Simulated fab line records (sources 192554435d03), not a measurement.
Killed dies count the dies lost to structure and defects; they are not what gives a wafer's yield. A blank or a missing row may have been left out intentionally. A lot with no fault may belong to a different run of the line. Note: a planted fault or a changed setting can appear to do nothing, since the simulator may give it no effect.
The tool behind it: which one? / flow n5-finfet / 24 lots, 72 wafers sampled, at 5 steps of a route of 1938

== WHAT THE GAUGES SHOWED, per wafer ==
N5_BEOL_M10_CD_MEAS_35: the cd target is 70 nm.
lot=L074; measured=day 9 19:14; on=cd-sem-03; cd-nm (nm)=69.8 70.0 69.4
lot=L075; measured=day 11 01:28; on=cd-sem-03; cd-nm (nm)=70.9 71.3 70.1
lot=L076; measured=day 11 09:52; on=cd-sem-03; cd-nm (nm)=69.8 70.0 70.3
lot=L077; measured=day 11 10:02; on=cd-sem-02; cd-nm (nm)=70.5 70.3 70.9
lot=L078; measured=day 11 15:22; on=cd-sem-03; cd-nm (nm)=70.8 70.2 69.7
lot=L082; measured=day 12 10:43; on=cd-sem-01; cd-nm (nm)=70.8 70.0 70.6
lot=L080; measured=day 12 11:10; on=cd-sem-02; cd-nm (nm)=69.9 69.9 71.0
lot=L079; measured=day 12 11:28; on=cd-sem-03; cd-nm (nm)=70.4 70.4 70.3
lot=L085; measured=day 12 16:28; on=cd-sem-03; cd-nm (nm)=70.0 69.7 69.6
lot=L081; measured=day 12 18:36; on=cd-sem-01; cd-nm (nm)=70.0 69.9 69.6
lot=L083; measured=day 13 04:54; on=cd-sem-02; cd-nm (nm)=69.8 70.1 70.2
lot=L084; measured=day 13 06:54; on=cd-sem-01; cd-nm (nm)=69.6 69.6 69.3
lot=L087; measured=day 13 12:16; on=cd-sem-01; cd-nm (nm)=70.2 69.9 71.6
lot=L088; measured=day 13 13:56; on=cd-sem-01; cd-nm (nm)=69.9 70.1 69.4
lot=L086; measured=day 13 15:15; on=cd-sem-01; cd-nm (nm)=69.7 69.6 69.5
lot=L089; measured=day 14 04:16; on=cd-sem-01; cd-nm (nm)=69.4 69.7 70.2
lot=L090; measured=day 14 19:22; on=cd-sem-03; cd-nm (nm)=69.2 69.4 70.6
lot=L091; measured=day 15 04:53; on=cd-sem-02; cd-nm (nm)=71.1 71.3 69.7
lot=L093; measured=day 15 05:03; on=cd-sem-01; cd-nm (nm)=69.4 70.4 69.9
lot=L092; measured=day 15 14:50; on=cd-sem-02; cd-nm (nm)=70.9 70.1 71.4
lot=L094; measured=day 15 15:15; on=cd-sem-03; cd-nm (nm)=69.9 69.3 70.2
lot=L095; measured=day 16 13:42; on=cd-sem-01; cd-nm (nm)=70.6 70.8 70.4
lot=L096; measured=day 17 00:32; on=cd-sem-01; cd-nm (nm)=69.5 70.1 69.6
lot=L097; measured=day 17 01:47; on=cd-sem-01; cd-nm (nm)=70.2 72.1 70.8

N5_BEOL_M12_INSPECT_30: inspects for defects (macro).
lot=L074; measured=day 10 09:56; on=defect-inspect-01; raw-defect-count=2 3 2
lot=L075; measured=day 11 11:45; on=defect-inspect-01; raw-defect-count=1 2 2
lot=L076; measured=day 12 00:16; on=defect-inspect-01; raw-defect-count=3 2 1
lot=L077; measured=day 12 01:26; on=defect-inspect-02; raw-defect-count=0 1 3
lot=L078; measured=day 12 08:04; on=defect-inspect-01; raw-defect-count=3 1 0
lot=L082; measured=day 13 02:10; on=defect-inspect-01; raw-defect-count=2 2 2
lot=L080; measured=day 13 00:34; on=defect-inspect-02; raw-defect-count=4 0 2
lot=L079; measured=day 13 02:11; on=defect-inspect-01; raw-defect-count=0 3 0
lot=L085; measured=day 13 08:59; on=defect-inspect-01; raw-defect-count=2 2 2
lot=L081; measured=day 13 09:24; on=defect-inspect-02; raw-defect-count=1 0 3
lot=L083; measured=day 13 16:30; on=defect-inspect-02; raw-defect-count=3 2 1
lot=L084; measured=day 13 18:36; on=defect-inspect-01; raw-defect-count=1 5 3
lot=L087; measured=day 13 23:17; on=defect-inspect-01; raw-defect-count=2 1 0
lot=L088; measured=day 14 02:59; on=defect-inspect-01; raw-defect-count=1 0 0
lot=L086; measured=day 14 03:15; on=defect-inspect-01; raw-defect-count=2 2 1
lot=L089; measured=day 14 19:20; on=defect-inspect-01; raw-defect-count=4 3 1
lot=L090; measured=day 15 13:19; on=defect-inspect-01; raw-defect-count=2 0 1
lot=L091; measured=day 15 20:23; on=defect-inspect-01; raw-defect-count=2 4 3
lot=L093; measured=day 15 19:32; on=defect-inspect-01; raw-defect-count=1 5 2
lot=L092; measured=day 16 00:56; on=defect-inspect-01; raw-defect-count=3 1 3
lot=L094; measured=day 16 03:30; on=defect-inspect-02; raw-defect-count=1 2 2
lot=L095; measured=day 17 01:52; on=defect-inspect-02; raw-defect-count=1 5 6
lot=L096; measured=day 17 12:55; on=defect-inspect-01; raw-defect-count=3 4 3
lot=L097; measured=day 17 13:25; on=defect-inspect-01; raw-defect-count=0 6 0

== TOOL THAT RAN EACH LOT (tool first, then ch and the chambers of the sampled wafers, then the start) ==
lot=L074; N5_BEOL_M10_CURE_72=uv-cure-03 ch 0, day 9 19:28; N5_BEOL_M10_DEGAS_44=pvd-sputter-01, day 9 22:08; N5_BEOL_M12_VIA_ETCH_16=rie-diel-01 ch 1,3, day 10 09:08
lot=L075; N5_BEOL_M10_CURE_72=uv-cure-02 ch 0, day 11 01:31; N5_BEOL_M10_DEGAS_44=pvd-sputter-03, day 11 01:50; N5_BEOL_M12_VIA_ETCH_16=rie-diel-06 ch 0,1, day 11 10:52
lot=L076; N5_BEOL_M10_CURE_72=uv-cure-03 ch 0, day 11 10:00; N5_BEOL_M10_DEGAS_44=pvd-sputter-02, day 11 10:35; N5_BEOL_M12_VIA_ETCH_16=rie-diel-05 ch 0,2,3, day 11 23:27
lot=L077; N5_BEOL_M10_CURE_72=uv-cure-03 ch 0, day 11 10:15; N5_BEOL_M10_DEGAS_44=pvd-sputter-02, day 11 10:49; N5_BEOL_M12_VIA_ETCH_16=rie-diel-06 ch 0,2, day 12 00:39
lot=L078; N5_BEOL_M10_CURE_72=uv-cure-01 ch 2, day 11 15:25; N5_BEOL_M10_DEGAS_44=pvd-sputter-03, day 11 15:45; N5_BEOL_M12_VIA_ETCH_16=rie-diel-01 ch 0,3, day 12 07:16
lot=L082; N5_BEOL_M10_CURE_72=uv-cure-01 ch 2, day 12 10:55; N5_BEOL_M10_DEGAS_44=pvd-sputter-02, day 12 11:15; N5_BEOL_M12_VIA_ETCH_16=rie-diel-01 ch 0,3, day 13 00:19
lot=L080; N5_BEOL_M10_CURE_72=uv-cure-03 ch 1, day 12 11:16; N5_BEOL_M10_DEGAS_44=pvd-sputter-02, day 12 11:41; N5_BEOL_M12_VIA_ETCH_16=rie-diel-06 ch 1,2,3, day 12 23:39
lot=L079; N5_BEOL_M10_CURE_72=uv-cure-01 ch 2, day 12 11:31; N5_BEOL_M10_DEGAS_44=pvd-sputter-02, day 12 11:51; N5_BEOL_M12_VIA_ETCH_16=rie-diel-05 ch 0,1,3, day 13 00:38
lot=L085; N5_BEOL_M10_CURE_72=uv-cure-02 ch 1, day 12 16:34; N5_BEOL_M10_DEGAS_44=pvd-sputter-01, day 12 16:56; N5_BEOL_M12_VIA_ETCH_16=rie-diel-05 ch 0,1,2, day 13 08:07
lot=L081; N5_BEOL_M10_CURE_72=uv-cure-03 ch 2, day 12 18:44; N5_BEOL_M10_DEGAS_44=pvd-sputter-03, day 12 19:01; N5_BEOL_M12_VIA_ETCH_16=rie-diel-01 ch 0,1,3, day 13 08:29
lot=L083; N5_BEOL_M10_CURE_72=uv-cure-03 ch 1, day 13 05:05; N5_BEOL_M10_DEGAS_44=pvd-sputter-01, day 13 05:16; N5_BEOL_M12_VIA_ETCH_16=rie-diel-01 ch 2,3, day 13 15:42
lot=L084; N5_BEOL_M10_CURE_72=uv-cure-03 ch 1, day 13 07:13; N5_BEOL_M10_DEGAS_44=pvd-sputter-01, day 13 07:26; N5_BEOL_M12_VIA_ETCH_16=rie-diel-05 ch 0,2, day 13 17:48
lot=L087; N5_BEOL_M10_CURE_72=uv-cure-02 ch 1, day 13 12:19; N5_BEOL_M10_DEGAS_44=pvd-sputter-03, day 13 12:46; N5_BEOL_M12_VIA_ETCH_16=rie-diel-06 ch 0,1,2, day 13 22:29
lot=L088; N5_BEOL_M10_CURE_72=uv-cure-03 ch 1, day 13 14:01; N5_BEOL_M10_DEGAS_44=pvd-sputter-01, day 13 14:45; N5_BEOL_M12_VIA_ETCH_16=rie-diel-01 ch 0,3, day 14 02:11
lot=L086; N5_BEOL_M10_CURE_72=uv-cure-02 ch 1, day 13 15:17; N5_BEOL_M10_DEGAS_44=pvd-sputter-02, day 13 15:52; N5_BEOL_M12_VIA_ETCH_16=rie-diel-05 ch 0,1,3, day 14 02:16
lot=L089; N5_BEOL_M10_CURE_72=uv-cure-01 ch 1, day 14 04:28; N5_BEOL_M10_DEGAS_44=pvd-sputter-02, day 14 04:39; N5_BEOL_M12_VIA_ETCH_16=rie-diel-06 ch 1,2, day 14 18:25
lot=L090; N5_BEOL_M10_CURE_72=uv-cure-01 ch 0, day 14 19:25; N5_BEOL_M10_DEGAS_44=pvd-sputter-01, day 14 23:10; N5_BEOL_M12_VIA_ETCH_16=rie-diel-05 ch 1,2, day 15 12:24
lot=L091; N5_BEOL_M10_CURE_72=uv-cure-02 ch 1, day 15 05:01; N5_BEOL_M10_DEGAS_44=pvd-sputter-01, day 15 05:23; N5_BEOL_M12_VIA_ETCH_16=rie-diel-01 ch 0,3, day 15 19:29
lot=L093; N5_BEOL_M10_CURE_72=uv-cure-02 ch 2, day 15 05:16; N5_BEOL_M10_DEGAS_44=pvd-sputter-03, day 15 05:33; N5_BEOL_M12_VIA_ETCH_16=rie-diel-01 ch 0,1,2, day 15 18:46
lot=L092; N5_BEOL_M10_CURE_72=uv-cure-02 ch 0, day 15 14:56; N5_BEOL_M10_DEGAS_44=pvd-sputter-03, day 15 15:13; N5_BEOL_M12_VIA_ETCH_16=rie-diel-05 ch 0,1,3, day 16 00:08
lot=L094; N5_BEOL_M10_CURE_72=uv-cure-03 ch 1, day 15 15:17; N5_BEOL_M10_DEGAS_44=pvd-sputter-01, day 15 16:32; N5_BEOL_M12_VIA_ETCH_16=rie-diel-01 ch 0,2,3, day 16 02:42
lot=L095; N5_BEOL_M10_CURE_72=uv-cure-02 ch 2, day 16 13:48; N5_BEOL_M10_DEGAS_44=pvd-sputter-03, day 16 14:20; N5_BEOL_M12_VIA_ETCH_16=rie-diel-05 ch 0,2,3, day 17 00:57
lot=L096; N5_BEOL_M10_CURE_72=uv-cure-02 ch 0, day 17 00:34; N5_BEOL_M10_DEGAS_44=pvd-sputter-03, day 17 01:14; N5_BEOL_M12_VIA_ETCH_16=rie-diel-01 ch 2,3, day 17 11:59
lot=L097; N5_BEOL_M10_CURE_72=uv-cure-01 ch 1, day 17 01:56; N5_BEOL_M10_DEGAS_44=pvd-sputter-03, day 17 02:40; N5_BEOL_M12_VIA_ETCH_16=rie-diel-05 ch 1,2, day 17 12:38
- N5_BEOL_M10_CURE_72: cures SiCOH lowk, time 120 s.
- N5_BEOL_M10_DEGAS_44: time 60 s.
- N5_BEOL_M12_VIA_ETCH_16: etches SiOC in C4F8/O2/Ar, target depth 724.8 nm.

== AS READ BY THE TOOLS THEMSELVES (means over the sampled wafers that have a number; for cases with no such wafer, the mark the record gives instead) ==
N5_BEOL_M10_CURE_72.
lot=L074; tool=uv-cure-03; lamp-power-pct (%)=52.31; wafer_temp_C_max=372.7
lot=L075; tool=uv-cure-02; lamp-power-pct (%)=52.32; wafer_temp_C_max=370.7
lot=L076; tool=uv-cure-03; lamp-power-pct (%)=52.31; wafer_temp_C_max=372.8
lot=L077; tool=uv-cure-03; lamp-power-pct (%)=52.28; wafer_temp_C_max=372.4
lot=L078; tool=uv-cure-01; lamp-power-pct (%)=52.34; wafer_temp_C_max=371.8
lot=L082; tool=uv-cure-01; lamp-power-pct (%)=52.33; wafer_temp_C_max=372.4
lot=L080; tool=uv-cure-03; lamp-power-pct (%)=52.29; wafer_temp_C_max=372.0
lot=L079; tool=uv-cure-01; lamp-power-pct (%)=52.30; wafer_temp_C_max=371.8
lot=L085; tool=uv-cure-02; lamp-power-pct (%)=52.34; wafer_temp_C_max=372.3
lot=L081; tool=uv-cure-03; lamp-power-pct (%)=52.30; wafer_temp_C_max=371.5
lot=L083; tool=uv-cure-03; lamp-power-pct (%)=52.33; wafer_temp_C_max=372.0
lot=L084; tool=uv-cure-03; lamp-power-pct (%)=52.32; wafer_temp_C_max=372.4
lot=L087; tool=uv-cure-02; lamp-power-pct (%)=52.31; wafer_temp_C_max=372.7
lot=L088; tool=uv-cure-03; lamp-power-pct (%)=52.34; wafer_temp_C_max=372.5
lot=L086; tool=uv-cure-02; lamp-power-pct (%)=52.28; wafer_temp_C_max=372.8
lot=L089; tool=uv-cure-01; lamp-power-pct (%)=52.31; wafer_temp_C_max=373.1
lot=L090; tool=uv-cure-01; lamp-power-pct (%)=52.30; wafer_temp_C_max=372.5
lot=L091; tool=uv-cure-02; lamp-power-pct (%)=52.35; wafer_temp_C_max=372.0
lot=L093; tool=uv-cure-02; lamp-power-pct (%)=52.32; wafer_temp_C_max=371.1
lot=L092; tool=uv-cure-02; lamp-power-pct (%)=52.27; wafer_temp_C_max=370.9
lot=L094; tool=uv-cure-03; lamp-power-pct (%)=52.28; wafer_temp_C_max=372.2
lot=L095; tool=uv-cure-02; lamp-power-pct (%)=52.30; wafer_temp_C_max=371.1
lot=L096; tool=uv-cure-02; lamp-power-pct (%)=52.33; wafer_temp_C_max=371.3
lot=L097; tool=uv-cure-01; lamp-power-pct (%)=52.34; wafer_temp_C_max=373.4

N5_BEOL_M10_DEGAS_44.
lot=L074; tool=pvd-sputter-01; heater-power-w (W)=307
lot=L075; tool=pvd-sputter-03; heater-power-w (W)=357
lot=L076; tool=pvd-sputter-02; heater-power-w (W)=365
lot=L077; tool=pvd-sputter-02; heater-power-w (W)=366
lot=L078; tool=pvd-sputter-03; heater-power-w (W)=342
lot=L082; tool=pvd-sputter-02; heater-power-w (W)=352
lot=L080; tool=pvd-sputter-02; heater-power-w (W)=371
lot=L079; tool=pvd-sputter-02; heater-power-w (W)=371
lot=L085; tool=pvd-sputter-01; heater-power-w (W)=340
lot=L081; tool=pvd-sputter-03; heater-power-w (W)=325
lot=L083; tool=pvd-sputter-01; heater-power-w (W)=346
lot=L084; tool=pvd-sputter-01; heater-power-w (W)=346
lot=L087; tool=pvd-sputter-03; heater-power-w (W)=340
lot=L088; tool=pvd-sputter-01; heater-power-w (W)=313
lot=L086; tool=pvd-sputter-02; heater-power-w (W)=377
lot=L089; tool=pvd-sputter-02; heater-power-w (W)=358
lot=L090; tool=pvd-sputter-01; heater-power-w (W)=316
lot=L091; tool=pvd-sputter-01; heater-power-w (W)=343
lot=L093; tool=pvd-sputter-03; heater-power-w (W)=344
lot=L092; tool=pvd-sputter-03; heater-power-w (W)=340
lot=L094; tool=pvd-sputter-01; heater-power-w (W)=329
lot=L095; tool=pvd-sputter-03; heater-power-w (W)=343
lot=L096; tool=pvd-sputter-03; heater-power-w (W)=341
lot=L097; tool=pvd-sputter-03; heater-power-w (W)=332

N5_BEOL_M12_VIA_ETCH_16.
lot=L074; tool=rie-diel-01; chamber-pressure-mTorr (mTorr)=30.008; drypump-motor-current-A (A)=5.2; oes-product-au (a.u.)=0.80; rf-vpp-V (V)=663.9; showerhead-plenum-p-Torr (Torr)=3.36; throttle-valve-pct (%)=23.96
lot=L075; tool=rie-diel-06; chamber-pressure-mTorr (mTorr)=30.011; drypump-motor-current-A (A)=5.1; oes-product-au (a.u.)=0.67; rf-vpp-V (V)=663.0; showerhead-plenum-p-Torr (Torr)=3.35; throttle-valve-pct (%)=24.59
lot=L076; tool=rie-diel-05; chamber-pressure-mTorr (mTorr)=29.978; drypump-motor-current-A (A)=5.9; oes-product-au (a.u.)=0.74; rf-vpp-V (V)=666.7; showerhead-plenum-p-Torr (Torr)=3.45; throttle-valve-pct (%)=24.11
lot=L077; tool=rie-diel-06; chamber-pressure-mTorr (mTorr)=30.002; drypump-motor-current-A (A)=6.3; oes-product-au (a.u.)=0.80; rf-vpp-V (V)=668.4; showerhead-plenum-p-Torr (Torr)=3.56; throttle-valve-pct (%)=24.06
lot=L078; tool=rie-diel-01; chamber-pressure-mTorr (mTorr)=30.013; drypump-motor-current-A (A)=5.0; oes-product-au (a.u.)=0.74; rf-vpp-V (V)=661.8; showerhead-plenum-p-Torr (Torr)=3.30; throttle-valve-pct (%)=24.14
lot=L082; tool=rie-diel-01; chamber-pressure-mTorr (mTorr)=30.010; drypump-motor-current-A (A)=5.1; oes-product-au (a.u.)=0.78; rf-vpp-V (V)=663.3; showerhead-plenum-p-Torr (Torr)=3.32; throttle-valve-pct (%)=24.05
lot=L080; tool=rie-diel-06; chamber-pressure-mTorr (mTorr)=30.000; drypump-motor-current-A (A)=5.7; oes-product-au (a.u.)=0.78; rf-vpp-V (V)=667.8; showerhead-plenum-p-Torr (Torr)=3.52; throttle-valve-pct (%)=24.32
lot=L079; tool=rie-diel-05; chamber-pressure-mTorr (mTorr)=29.987; drypump-motor-current-A (A)=6.0; oes-product-au (a.u.)=0.74; rf-vpp-V (V)=664.4; showerhead-plenum-p-Torr (Torr)=3.40; throttle-valve-pct (%)=24.21
lot=L085; tool=rie-diel-05; chamber-pressure-mTorr (mTorr)=30.003; drypump-motor-current-A (A)=5.8; oes-product-au (a.u.)=0.81; rf-vpp-V (V)=665.8; showerhead-plenum-p-Torr (Torr)=3.40; throttle-valve-pct (%)=23.96
lot=L081; tool=rie-diel-01; chamber-pressure-mTorr (mTorr)=29.996; drypump-motor-current-A (A)=5.1; oes-product-au (a.u.)=0.71; rf-vpp-V (V)=663.0; showerhead-plenum-p-Torr (Torr)=3.33; throttle-valve-pct (%)=24.09
lot=L083; tool=rie-diel-01; chamber-pressure-mTorr (mTorr)=29.991; drypump-motor-current-A (A)=6.0; oes-product-au (a.u.)=0.74; rf-vpp-V (V)=664.5; showerhead-plenum-p-Torr (Torr)=3.42; throttle-valve-pct (%)=23.90
lot=L084; tool=rie-diel-05; chamber-pressure-mTorr (mTorr)=29.991; drypump-motor-current-A (A)=5.9; oes-product-au (a.u.)=0.77; rf-vpp-V (V)=664.6; showerhead-plenum-p-Torr (Torr)=3.38; throttle-valve-pct (%)=23.92
lot=L087; tool=rie-diel-06; chamber-pressure-mTorr (mTorr)=30.029; drypump-motor-current-A (A)=5.7; oes-product-au (a.u.)=0.71; rf-vpp-V (V)=666.3; showerhead-plenum-p-Torr (Torr)=3.44; throttle-valve-pct (%)=24.35
lot=L088; tool=rie-diel-01; chamber-pressure-mTorr (mTorr)=30.010; drypump-motor-current-A (A)=5.0; oes-product-au (a.u.)=0.73; rf-vpp-V (V)=662.1; showerhead-plenum-p-Torr (Torr)=3.29; throttle-valve-pct (%)=24.18
lot=L086; tool=rie-diel-05; chamber-pressure-mTorr (mTorr)=29.998; drypump-motor-current-A (A)=6.0; oes-product-au (a.u.)=0.73; rf-vpp-V (V)=665.0; showerhead-plenum-p-Torr (Torr)=3.40; throttle-valve-pct (%)=24.23
lot=L089; tool=rie-diel-06; chamber-pressure-mTorr (mTorr)=30.016; drypump-motor-current-A (A)=6.0; oes-product-au (a.u.)=0.75; rf-vpp-V (V)=667.5; showerhead-plenum-p-Torr (Torr)=3.50; throttle-valve-pct (%)=24.20
lot=L090; tool=rie-diel-05; chamber-pressure-mTorr (mTorr)=29.997; drypump-motor-current-A (A)=5.6; oes-product-au (a.u.)=0.79; rf-vpp-V (V)=666.2; showerhead-plenum-p-Torr (Torr)=3.43; throttle-valve-pct (%)=23.93
lot=L091; tool=rie-diel-01; chamber-pressure-mTorr (mTorr)=29.985; drypump-motor-current-A (A)=5.0; oes-product-au (a.u.)=0.71; rf-vpp-V (V)=662.3; showerhead-plenum-p-Torr (Torr)=3.29; throttle-valve-pct (%)=24.18
lot=L093; tool=rie-diel-01; chamber-pressure-mTorr (mTorr)=30.001; drypump-motor-current-A (A)=5.5; oes-product-au (a.u.)=0.66; rf-vpp-V (V)=664.1; showerhead-plenum-p-Torr (Torr)=3.36; throttle-valve-pct (%)=24.11
lot=L092; tool=rie-diel-05; chamber-pressure-mTorr (mTorr)=29.989; drypump-motor-current-A (A)=6.0; oes-product-au (a.u.)=0.79; rf-vpp-V (V)=664.3; showerhead-plenum-p-Torr (Torr)=3.39; throttle-valve-pct (%)=24.13
lot=L094; tool=rie-diel-01; chamber-pressure-mTorr (mTorr)=30.026; drypump-motor-current-A (A)=5.5; oes-product-au (a.u.)=0.72; rf-vpp-V (V)=663.0; showerhead-plenum-p-Torr (Torr)=3.34; throttle-valve-pct (%)=24.06
lot=L095; tool=rie-diel-05; chamber-pressure-mTorr (mTorr)=29.985; drypump-motor-current-A (A)=5.9; oes-product-au (a.u.)=0.77; rf-vpp-V (V)=665.7; showerhead-plenum-p-Torr (Torr)=3.43; throttle-valve-pct (%)=24.08
lot=L096; tool=rie-diel-01; chamber-pressure-mTorr (mTorr)=30.009; drypump-motor-current-A (A)=6.0; oes-product-au (a.u.)=0.71; rf-vpp-V (V)=664.2; showerhead-plenum-p-Torr (Torr)=3.40; throttle-valve-pct (%)=23.95
lot=L097; tool=rie-diel-05; chamber-pressure-mTorr (mTorr)=30.021; drypump-motor-current-A (A)=5.6; oes-product-au (a.u.)=0.77; rf-vpp-V (V)=666.0; showerhead-plenum-p-Torr (Torr)=3.42; throttle-valve-pct (%)=23.96

== THE ANSWER, worked out from the rows above alone ==
Rule: what is usual is taken from the lots themselves. Put in order of their means at a reading, lots are off if they are a third of the lots or fewer, leave a main group of 4 or more, and stand apart from it by a gap of 3 or more times the standard deviation of the main group's means; of several such gaps the widest counts. A main group is skipped when, at the precision printed for the reading in the tables above, its means are all equal. Also off: a lot with no number at a reading for which 4 or more lots have one. Where the step has rows for the other lots, those lots are counted as sound. After the gauges, taken in route order, come the tools' own readings; for these a lot's mean is taken, as printed above. At the first step where some lot is off, the reading lying furthest off is the one used; lots without a number count as furthest.
Nothing can be told from this: no lot is off at any reading shown.

== WHAT WAS PUT IN BY THE SIMULATOR ==
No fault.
